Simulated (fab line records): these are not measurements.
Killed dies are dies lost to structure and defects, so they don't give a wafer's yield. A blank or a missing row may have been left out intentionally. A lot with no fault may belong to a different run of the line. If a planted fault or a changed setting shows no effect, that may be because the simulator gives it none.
fab line records -- flow nand_harc
record: lots: 6, wafers: 18, last_day: 22
route steps=1159 shown THIN_TSV@1144 END@1159
lots untouched by any fault: they come from a run of this same line in which no faults occurred
start_h: hours from the record's first day to the start of the lot's first wafer shown -- wait_h: hours since the lot's step before -- " identical to the entry in the row above -- L1.1+2: a row that stands for several wafers -- - no value, or no start was given -- * or withheld: withheld -- < > ~ a bound
route shown NAME@n: a module of which the file shows steps, and the number in the route of the first -- usual: the fault-free wafers' mean and standard deviation -- same: alike in all rows -- chamber/n: place in a boat -- sites: per-site readings -- _std_site: how widely they spread, as a standard deviation -- _edge_site: mean of outer sites minus mean of inner sites -- radius_mm: how far each site lies from the wafer's centre -- mask NAME#n: copy n -- behind: the tool/chamber that last shaped the wafer -- hold: what put the lot on hold/how long, in hours/how the hold closed -- device: which transistor (n, p or np) failed to switch -- end of line: tests run on the same wafers once the route is complete -- a step given without rows: its recipe and nothing more -- killed: the dies lost at the first sort to structure and to defects; this is not the yield of the wafer -- map: the dies of a wafer, with x for killed, . for not killed, _ for no die there
set.NAME: the setting as run; set.NAME@STEP: as run at that earlier step -- model.NAME: the simulator's own value behind a step, which no gauge read
lots seen at some steps along the route; tables by step, rows by wafer
services: a tool's chamber out of use, with start hour (start_h, from the record's first day; less than 0 if before it), hours out, and reason
== steps ==
step: NHARC_THIN_TSV_EBR_29
step: NHARC_THIN_TSV_EXPOSE_30
recipe: na: 0.55, dose_mj: 11.47, mask_id: PAD
step: NHARC_THIN_TSV_PEB_31
recipe: peb_temp_c: 118, peb_time_s: 85
step: NHARC_THIN_TSV_DEVELOP_32
recipe: time_s: 70
step: NHARC_THIN_TSV_CD_MEAS_33
recipe: target_cd_nm: 5000, landing_energy_ev: 500
usual: cd_nm: 4999.7/1.8
lot.wafer,tool,chamber,start_h,wait_h,cd_nm
L572.1,cd_sem-03,0,456.06,-,5000.5
L572.5,cd_sem-03,0,456.06,-,4998.3
L572.6,cd_sem-03,0,456.06,-,4999.0
L579.2,cd_sem-01,0,478.80,-,4999.5
L579.5,cd_sem-01,0,478.80,-,5000.7
L579.6,cd_sem-01,0,478.80,-,4998.9
L576.3,cd_sem-03,0,483.74,-,4999.4
L576.4,cd_sem-03,0,483.74,-,4996.3
L576.5,cd_sem-03,0,483.74,-,5001.2
L582.1,cd_sem-02,0,513.46,-,4999.5
L582.3,cd_sem-02,0,513.46,-,4999.8
L582.6,cd_sem-02,0,513.46,-,5000.2
L583.3,cd_sem-02,0,522.24,-,5000.1
L583.4,cd_sem-02,0,522.24,-,4999.6
L583.6,cd_sem-02,0,522.24,-,4996.2
L581.2,cd_sem-03,0,523.20,-,5001.8
L581.4,cd_sem-03,0,523.20,-,5001.8
L581.5,cd_sem-03,0,523.20,-,4999.9
step: NHARC_THIN_TSV_HARDBAKE_34
recipe: temp_c: 125, time_s: 80
step: NHARC_THIN_TSV_DESCUM_35
recipe: time_s: 3, o2_flow_sccm: 200, ar_flow_sccm: 0, bias_power_w: 0, chemistry: O2
usual: drypump_motor_current_A: 5.6/0.34, oes_product_au: 1.004/0.01, rf_vpp_V: 57.7/0.91, showerhead_plenum_p_Torr: 1.88/0.075, throttle_valve_pct: 11.311/0.0089
lot.wafer,tool,chamber,start_h,wait_h,drypump_motor_current_A,oes_product_au,rf_hours_counter_h,rf_vpp_V,showerhead_plenum_p_Torr,throttle_valve_pct
L572.1,rie_diel-11,0,456.25,-,5.1,1.007,7.0,58.5,1.92,11.326
L572.5,rie_diel-11,2,456.25,-,5.4,1.010,-,56.9,1.78,11.323
L572.6,rie_diel-11,3,456.25,-,5.9,0.994,-,57.1,1.86,11.311
L579.2,rie_diel-11,1,478.99,-,5.7,1.009,8.1,58.3,1.88,11.313
L579.5,rie_diel-11,2,478.99,-,5.4,0.991,-,57.5,1.78,11.309
L579.6,rie_diel-11,3,478.99,-,5.9,0.997,-,58.5,1.85,11.315
L576.3,rie_diel-09,1,483.91,-,5.7,1.000,4.3,56.7,1.89,11.309
L576.4,rie_diel-09,3,483.91,-,6.0,1.009,4.1,57.6,1.82,11.310
L576.5,rie_diel-09,0,483.91,-,5.5,1.011,-,56.9,2.03,11.305
L582.1,rie_diel-04,1,513.62,-,5.2,1.007,3.3,57.1,1.94,11.315
L582.3,rie_diel-04,2,513.62,-,5.9,0.996,3.8,58.0,2.02,11.309
L582.6,rie_diel-04,2,513.62,-,5.9,0.993,-,58.3,2.02,11.322
L583.3,rie_diel-09,3,522.42,-,5.9,1.018,6.4,56.2,1.82,11.311
L583.4,rie_diel-09,0,522.42,-,5.4,1.014,5.8,58.8,2.02,11.294
L583.6,rie_diel-09,2,522.42,-,5.7,0.994,-,58.6,1.93,11.300
L581.2,rie_diel-09,0,523.38,-,5.4,1.003,5.8,58.9,2.03,11.310
L581.4,rie_diel-09,1,523.38,-,5.7,0.994,6.3,58.1,1.89,11.312
L581.5,rie_diel-09,2,523.38,-,5.7,0.994,-,58.0,1.93,11.320
step: NHARC_THIN_TSV_ETCH_59
recipe: target_depth_a: 8800, icp_w: 900, bias_w: 100, Cl2_flow_sccm: 60, bcl3_flow_sccm: 30, time_s: 138.1, chemistry: Cl2/BCl3
usual: drypump_motor_current_A: 5.7/0.4, oes_product_au: 1.002/0.0073, throttle_valve_pct: 22.265/0.0085
lot.wafer,tool,chamber,start_h,wait_h,drypump_motor_current_A,oes_product_au,rf_hours_counter_h,throttle_valve_pct
L572.1,rie_metal-01,0,456.35,0.1,5.3,1.012,5.0,22.266
L572.6,rie_metal-01,0,456.35,0.1,5.2,1.021,-,22.263
L572.5,rie_metal-01,1,456.35,0.1,6.2,1.004,-,22.272
L579.2,rie_metal-03,1,479.12,0.1,6.2,0.993,0.4,22.284
L579.6,rie_metal-03,0,479.12,0.1,5.0,1.001,-,22.276
L579.5,rie_metal-03,1,479.12,0.1,6.2,0.990,-,22.251
L576.3,rie_metal-01,1,484.12,0.2,6.2,0.990,-,22.263
L576.4,rie_metal-01,0,484.12,0.2,5.2,0.998,-,22.269
L576.5,rie_metal-01,0,484.12,0.2,5.2,0.996,-,22.260
L582.1,rie_metal-03,1,513.79,0.2,6.2,0.997,1.2,22.254
L582.3,rie_metal-03,1,513.79,0.2,6.2,0.993,-,22.274
L582.6,rie_metal-03,1,513.79,0.2,6.2,0.996,-,22.271
L583.4,rie_metal-01,0,522.59,0.1,5.2,1.009,-,22.273
L583.3,rie_metal-01,1,522.59,0.1,6.2,0.990,-,22.276
L583.6,rie_metal-01,1,522.59,0.1,6.2,0.990,-,22.263
L581.2,rie_metal-02,0,523.52,0.1,5.5,1.002,4.1,22.269
L581.4,rie_metal-02,0,523.52,0.1,5.5,1.005,-,22.268
L581.5,rie_metal-02,1,523.52,0.1,5.9,1.010,-,22.256
step: NHARC_THIN_TSV_ETCH_36
recipe: target_depth_a: 650, over_etch_frac: 0.3, time_s: 18.571, ion_energy_ev: 150, chemistry: Cl2/BCl3
usual: drypump_motor_current_A: 5.7/0.41, oes_product_au: 1.001/0.0072
same: over_etch_frac: 0.3
lot.wafer,tool,chamber,start_h,wait_h,drypump_motor_current_A,oes_product_au,rf_hours_counter_h
L572.1,rie_metal-01,0,456.62,0.2,5.2,1.003,5.2
L572.5,rie_metal-01,1,456.62,0.2,6.2,1.005,-
L572.6,rie_metal-01,0,456.62,0.2,5.2,1.013,-
L579.2,rie_metal-03,1,479.35,0.2,6.2,1.003,0.5
L579.6,rie_metal-03,0,479.35,0.2,5.0,1.003,-
L579.5,rie_metal-03,1,479.35,0.2,6.2,0.985,-
L576.4,rie_metal-01,0,484.37,0.2,5.2,1.005,-
L576.3,rie_metal-01,1,484.37,0.2,6.2,0.998,-
L576.5,rie_metal-01,0,484.37,0.2,5.2,1.014,-
L582.1,rie_metal-03,1,514.02,0.2,6.2,0.983,1.4
L582.3,rie_metal-03,1,514.02,0.2,6.2,0.988,-
L582.6,rie_metal-03,1,514.02,0.2,6.2,0.993,-
L583.4,rie_metal-01,1,522.79,0.2,6.2,0.988,-
L583.3,rie_metal-01,0,522.79,0.2,5.2,1.005,-
L583.6,rie_metal-01,1,522.79,0.2,6.2,0.979,-
L581.2,rie_metal-02,0,523.75,0.2,5.5,1.004,4.3
L581.4,rie_metal-02,1,523.75,0.2,5.9,1.006,-
L581.5,rie_metal-02,1,523.75,0.2,6.0,1.008,-
step: NHARC_THIN_TSV_STRIP_56
recipe: power_w: 1500, temp_c: 250, chemistry: O2
usual: drypump_motor_current_A: 5.63/0.28, heater_power_w: 347/29
lot.wafer,tool,chamber,start_h,wait_h,drypump_motor_current_A,heater_power_w,rf_hours_counter_h
L572.1,plasma_asher-02,1,456.90,0.3,5.83,382,28
L572.5,plasma_asher-02,0,456.90,0.3,5.30,333,-
L572.6,plasma_asher-02,1,456.90,0.3,5.85,374,-
L579.2,plasma_asher-02,0,479.49,0.1,5.28,330,37
L579.6,plasma_asher-02,1,479.49,0.1,5.83,370,-
L579.5,plasma_asher-02,0,479.49,0.1,5.28,338,-
L576.4,plasma_asher-01,0,484.58,0.2,5.94,302,-
L576.3,plasma_asher-01,1,484.58,0.2,5.44,368,-
L576.5,plasma_asher-01,1,484.58,0.2,5.45,371,-
L582.1,plasma_asher-02,0,514.19,0.2,5.23,336,47
L582.3,plasma_asher-02,0,514.19,0.2,5.28,334,-
L582.6,plasma_asher-02,1,514.19,0.2,5.86,372,-
L583.4,plasma_asher-01,1,522.97,0.2,5.44,371,-
L583.3,plasma_asher-01,0,522.97,0.2,5.95,312,-
L583.6,plasma_asher-01,0,522.97,0.2,5.95,301,-
L581.2,plasma_asher-01,1,523.85,0.1,5.45,365,21
L581.4,plasma_asher-01,1,523.85,0.1,5.46,371,-
L581.5,plasma_asher-01,1,523.85,0.1,5.44,373,-
step: NHARC_THIN_TSV_STRIP_57
recipe: time_s: 1200, temp_c: 72.5, chemistry: post_etch_residue_remover
step: NHARC_THIN_TSV_CD_MEAS_37
usual: cd_nm: 4998.7/2.6
lot.wafer,tool,chamber,start_h,wait_h,cd_nm
L572.1,cd_sem-01,-,457.65,-,5003.2
L572.5,cd_sem-01,-,457.65,-,5001.4
L572.6,cd_sem-01,-,457.65,-,4999.3
L579.2,cd_sem-02,-,480.24,-,5004.1
L579.5,cd_sem-02,-,480.24,-,5000.5
L579.6,cd_sem-02,-,480.24,-,5000.4
L576.3,cd_sem-01,-,485.29,-,5000.2
L576.4,cd_sem-01,-,485.29,-,4993.6
L576.5,cd_sem-01,-,485.29,-,5000.5
L582.1,cd_sem-02,-,514.95,-,4995.0
L582.3,cd_sem-02,-,514.95,-,4995.6
L582.6,cd_sem-02,-,514.95,-,4999.0
L583.3,cd_sem-01,-,523.69,-,4998.0
L583.4,cd_sem-01,-,523.69,-,5000.2
L583.6,cd_sem-01,-,523.69,-,4994.2
L581.2,cd_sem-03,-,524.65,-,5001.8
L581.4,cd_sem-03,-,524.65,-,4998.9
L581.5,cd_sem-03,-,524.65,-,4999.4
step: NHARC_THIN_TSV_ANNEAL_58
recipe: temp_c: 400, time_s: 1800
usual: spike_tc_bottom_C: 424.3/1.6, spike_tc_centre_C: 400.8/1.4, spike_tc_lower_C: 400.9/0.97, spike_tc_top_C: 429.9/1.9, spike_tc_upper_C: 399.8/1.3, tube_center_temp_C_max: 401.03/0.16, zone_power_lower_pct: 4.57/0.1, zone_power_top_pct: 11.1/0.48
lot.wafer,tool,chamber,start_h,wait_h,spike_tc_bottom_C,spike_tc_centre_C,spike_tc_lower_C,spike_tc_top_C,spike_tc_upper_C,tube_center_temp_C_max,zone_power_lower_pct,zone_power_top_pct
L572.1,furnace-06,0,459.27,1.6,423.2,400.5,400.7,430.9,400.9,400.89,4.43,11.1
L572.5,furnace-06,0,459.27,1.6,424.5,398.4,400.9,432.7,399.5,400.75,4.51,10.9
L572.6,furnace-06,0,459.27,1.6,422.6,398.8,401.4,431.1,399.5,401.16,4.48,11.1
L579.2,furnace-05,0,483.41,3.2,424.9,402.4,401.1,427.7,396.7,401.29,4.51,10.3
L579.5,furnace-05,0,483.41,3.2,424.7,402.4,400.3,426.7,398.7,401.12,4.50,10.3
L579.6,furnace-05,0,483.41,3.2,426.2,402.5,401.9,427.3,398.3,401.23,4.56,10.5
L576.3,furnace-06,0,488.28,3.0,423.1,401.2,400.0,431.9,400.8,401.20,4.54,10.9
L576.4,furnace-06,0,488.28,3.0,423.3,401.0,400.8,430.5,400.9,401.07,4.50,11.0
L576.5,furnace-06,0,488.28,3.0,422.9,401.5,400.0,430.6,400.7,401.00,4.45,11.0
L582.1,furnace-02,0,520.54,5.6,425.7,401.6,399.9,429.9,400.8,400.74,4.72,11.7
L582.3,furnace-02,0,520.54,5.6,424.2,403.3,400.8,429.1,400.1,401.20,4.72,11.7
L582.6,furnace-02,0,520.54,5.6,423.9,401.6,401.8,430.4,401.4,401.12,4.68,12.0
L581.2,furnace-06,0,526.68,2.0,447.8,422.9,426.8,454.6,424.3,400.79,4.99,11.9
L581.4,furnace-06,0,526.68,2.0,445.6,422.9,424.9,453.0,423.4,400.82,4.94,11.9
L581.5,furnace-06,0,526.68,2.0,446.7,423.6,425.2,453.9,424.5,400.81,4.96,11.8
L583.3,furnace-06,0,526.68,3.0,448.1,424.8,424.7,454.9,427.0,401.21,4.90,11.8
L583.4,furnace-06,0,526.68,3.0,446.6,422.6,424.9,454.3,424.6,400.84,4.94,11.8
L583.6,furnace-06,0,526.68,3.0,445.7,423.9,426.3,455.1,425.5,400.88,4.91,11.8
step: NHARC_THIN_TSV_INSPECT_40
usual: raw_defect_count: 500/90
lot.wafer,tool,chamber,start_h,wait_h,raw_defect_count
L572.1,defect_inspect-02,-,460.73,0.4,530
L572.5,defect_inspect-02,-,460.73,0.4,635
L572.6,defect_inspect-02,-,460.73,0.4,573
L579.2,defect_inspect-01,-,484.85,0.4,512
L579.5,defect_inspect-01,-,484.85,0.4,676
L579.6,defect_inspect-01,-,484.85,0.4,615
L576.3,defect_inspect-02,-,489.73,0.4,457
L576.4,defect_inspect-02,-,489.73,0.4,434
L576.5,defect_inspect-02,-,489.73,0.4,476
L582.1,defect_inspect-02,-,521.97,0.4,405
L582.3,defect_inspect-02,-,521.97,0.4,336
L582.6,defect_inspect-02,-,521.97,0.4,401
L581.2,defect_inspect-02,-,528.13,0.4,478
L581.4,defect_inspect-02,-,528.13,0.4,618
L581.5,defect_inspect-02,-,528.13,0.4,675
L583.3,defect_inspect-01,-,528.13,0.4,468
L583.4,defect_inspect-01,-,528.13,0.4,464
L583.6,defect_inspect-01,-,528.13,0.4,416
step: NHARC_END_SORT_01
recipe: temp_c: 25
usual: defect_limited_yield: 95.4/1.4, killed_at_array: 27/9.3, killed_at_other: 0.9/1.3, killed_at_periphery: 3.6/2.7, killed_dies: 31/9.7, killed_open: 3.3/1.8, killed_short: 2.0/1.5, sort_bin_2_pct: 1.4/0.63, sort_bin_3_pct: 0.25/0.21, sort_bin_4_pct: 2.9/0.93, sort_n_pass: 646/9.7, sort_rim_yield_pct: 95/3.1, sort_yield_pct: 95.4/1.4
same: gross_dies: 677, sort_bin_5_pct[%]: 0, sort_bin_6_pct[%]: 0, sort_bin_7_pct[%]: 0, sort_bin_8_pct[%]: 0, sort_rim_n_gross: 106.00
lot.wafer,tool,chamber,start_h,wait_h,defect_limited_yield[%],killed_at_array,killed_at_other,killed_at_periphery,killed_dies,killed_open,killed_short,sort_bin_2_pct[%],sort_bin_3_pct[%],sort_bin_4_pct[%],sort_n_pass,sort_rim_yield_pct[%],sort_yield_pct[%]
L572.1,prober-01,0,470.11,2.5,96.5,21,1,2,24,1,1,1.3,0,2.2,653,92,96.5
L572.5,prober-01,0,473.32,3.7,96.2,20,1,5,26,4,2,1.3,0.44,2.1,651,93,96.2
L572.6,prober-01,0,474.12,4.0,97.2,16,0,3,19,3,2,1.2,0,1.6,658,93,97.2
L582.3,prober-01,0,526.66,3.1,95.4,27,0,4,31,4,2,0.7,0.30,3.5,646,99,95.4
L582.6,prober-01,0,529.06,4.0,95.7,25,0,4,29,4,1,0.9,0.44,3.0,648,96,95.7
L581.2,prober-02,0,531.96,2.8,93.5,39,1,4,44,7,3,1.9,0.15,4.4,633,98,93.5
L581.4,prober-02,0,533.56,3.4,95.9,25,0,3,28,2,1,1.0,0,3.1,649,97,95.9
L581.5,prober-02,0,534.36,3.7,96.3,24,1,0,25,1,0,0.4,0.30,3.0,652,95,96.3
L583.3,prober-01,0,534.44,3.1,96.6,17,2,4,23,6,2,1.0,0.15,2.2,654,95,96.6
L583.4,prober-01,0,535.24,3.4,96.5,21,1,2,24,5,3,0.7,0.44,2.4,653,99,96.5
L583.6,prober-01,0,536.86,4.0,97.2,13,5,1,19,2,2,0.3,0.15,2.4,658,98,97.2
killed by level:class
L572.1 A_CHANNEL_HOLE_D1:chamber_film_flake=13 A_STAIRCASE:chamber_film_flake=6 P_CONTACT:geometric_particle:open=1 A_CHANNEL_FILL_D1:geometric_particle:short=1 P_GATE:chamber_film_flake=1 A_CONTACT:chamber_film_flake=1 THIN_TSV:chamber_film_flake=1
L572.5 A_CHANNEL_HOLE_D1:chamber_film_flake=15 A_STAIRCASE:chamber_film_flake=3 P_M0:geometric_particle:open=2 P_GATE:geometric_particle:short=1 P_CONTACT:geometric_particle:open=1 A_CHANNEL_FILL_D1:geometric_particle:short=1 A_CONTACT:geometric_particle:open=1 P_ZERO_WELL:chamber_film_flake=1
L572.6 A_CHANNEL_HOLE_D1:chamber_film_flake=9 P_STI:chamber_film_flake=2 A_ONON_D1:geometric_particle:short=1 A_CHANNEL_FILL_D1:geometric_particle:short=1 A_CONTACT:geometric_particle:open=1 A_BLC:geometric_particle:open=1 A_M0:geometric_particle:open=1 P_CONTACT:chamber_film_flake=1
L582.3 A_SLIT:chamber_film_flake=11 A_CONTACT:chamber_film_flake=6 A_CHANNEL_HOLE_D1:chamber_film_flake=3 A_BLC:chamber_film_flake=2 P_GATE:geometric_particle:open=1 P_CONTACT:geometric_particle:open=1 A_SOURCE_PLATE:geometric_particle:open=1 A_SOURCE_PLATE:geometric_particle:short=1
L582.6 A_SLIT:chamber_film_flake=13 P_GATE:chamber_film_flake=3 A_CONTACT:geometric_particle:open=2 A_CHANNEL_HOLE_D1:chamber_film_flake=2 A_STAIRCASE:chamber_film_flake=2 A_CONTACT:chamber_film_flake=2 P_GATE:geometric_particle:open=1 A_CHANNEL_FILL_D1:geometric_particle:short=1
L581.2 A_SLIT:chamber_film_flake=15 A_CHANNEL_HOLE_D1:chamber_film_flake=5 A_CONTACT:chamber_film_flake=5 A_BLC:chamber_film_flake=3 A_ONON_D1:geometric_particle:open=2 A_M0:geometric_particle:open=2 A_STAIRCASE:chamber_film_flake=2 P_GATE:geometric_particle:open=1
L581.4 A_SLIT:chamber_film_flake=12 A_CONTACT:chamber_film_flake=4 A_CHANNEL_HOLE_D1:chamber_film_flake=3 A_ZERO_WELL:chamber_film_flake=2 A_BLC:chamber_film_flake=2 A_CHANNEL_FILL_D1:chamber_film_flake=2 P_GATE:geometric_particle:open=1 P_M1:geometric_particle:short=1
L581.5 A_SLIT:chamber_film_flake=8 A_CHANNEL_HOLE_D1:chamber_film_flake=6 A_CONTACT:chamber_film_flake=5 A_BLC:chamber_film_flake=2 A_ONON_D1:geometric_particle:open=1 A_CHANNEL_FILL_D1:chamber_film_flake=1 A_STAIRCASE:chamber_film_flake=1 THIN_TSV:chamber_film_flake=1
L583.3 A_CHANNEL_HOLE_D1:chamber_film_flake=5 A_STAIRCASE:chamber_film_flake=2 A_CONTACT:chamber_film_flake=2 THIN_TSV:chamber_film_flake=2 P_CONTACT:geometric_particle:open=1 A_ONON_D1:geometric_particle:open=1 A_WL_FILL:geometric_particle:open=1 A_CONTACT:geometric_particle:open=1
L583.4 A_CONTACT:chamber_film_flake=5 A_CHANNEL_HOLE_D1:chamber_film_flake=4 A_CHANNEL_FILL_D1:geometric_particle:short=2 A_M1:chamber_film_flake=2 A_SOURCE_PLATE:geometric_particle:open=1 A_ONON_D1:geometric_particle:short=1 A_SGD_CUT:geometric_particle:open=1 A_ZERO_WELL:chamber_film_flake=1
L583.6 A_CONTACT:chamber_film_flake=5 THIN_TSV:chamber_film_flake=5 A_CHANNEL_FILL_D1:geometric_particle:open=1 A_WL_FILL:geometric_particle:short=1 A_BLC:geometric_particle:short=1 A_M1:geometric_particle:open=1 P_ZERO_WELL:chamber_film_flake=1 A_ZERO_WELL:chamber_film_flake=1
== services ==
tool,chamber,start_h,hours,kind
rie_diel-09,0,440.10,-,clean
rie_diel-09,1,440.10,-,clean
rie_diel-09,2,440.10,-,clean
rie_diel-09,3,440.10,-,clean
plasma_asher-01,-,453.00,9.0,pm
plasma_asher-01,0,453.00,9.0,vent_cycle
plasma_asher-01,1,453.00,9.0,vent_cycle
rie_metal-03,-,453.00,9.0,pm
rie_metal-03,0,453.00,9.0,vent_cycle
rie_metal-03,1,453.00,9.0,vent_cycle
rie_diel-09,2,459.54,9.5,repair
rie_metal-01,-,460.73,0.6,repair
plasma_asher-01,0,462.00,-,clean
rie_metal-03,0,462.00,-,clean
rie_metal-03,1,462.00,-,clean
rie_diel-04,-,465.90,9.0,pm
rie_metal-01,-,468.39,0.4,repair
rie_metal-01,1,472.31,5.4,repair
plasma_asher-02,-,507.19,1.4,repair
rie_metal-01,-,509.00,9.0,pm
rie_metal-01,0,509.00,9.0,vent_cycle
rie_metal-01,1,509.00,9.0,vent_cycle
rie_metal-01,0,518.00,-,clean
rie_metal-01,1,518.00,-,clean
== key ==
first_sign: step: NHARC_THIN_TSV_ANNEAL_58, reading: spike_tc_lower_C, direction: up, sigmas: 25, usual: 400.9, struck: 425.5
effect: step: NHARC_THIN_TSV_ANNEAL_58, reading: spike_tc_upper_C, direction: up, sigmas: 19, usual: 399.8, struck: 424.9
met_at NHARC_THIN_TSV_ANNEAL_58
struck_wafers L581.2,L581.4,L581.5,L583.3,L583.4,L583.6
onset_between 488.28 526.68
fault: kind: process_parameter_drift, tool: furnace-06, chamber: -, onset_h: 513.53, steps: NHARC_THIN_TSV_ANNEAL_58, channel: temp_c, offset: *, shape: step, end_h: 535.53, acts_in: *, stated: *
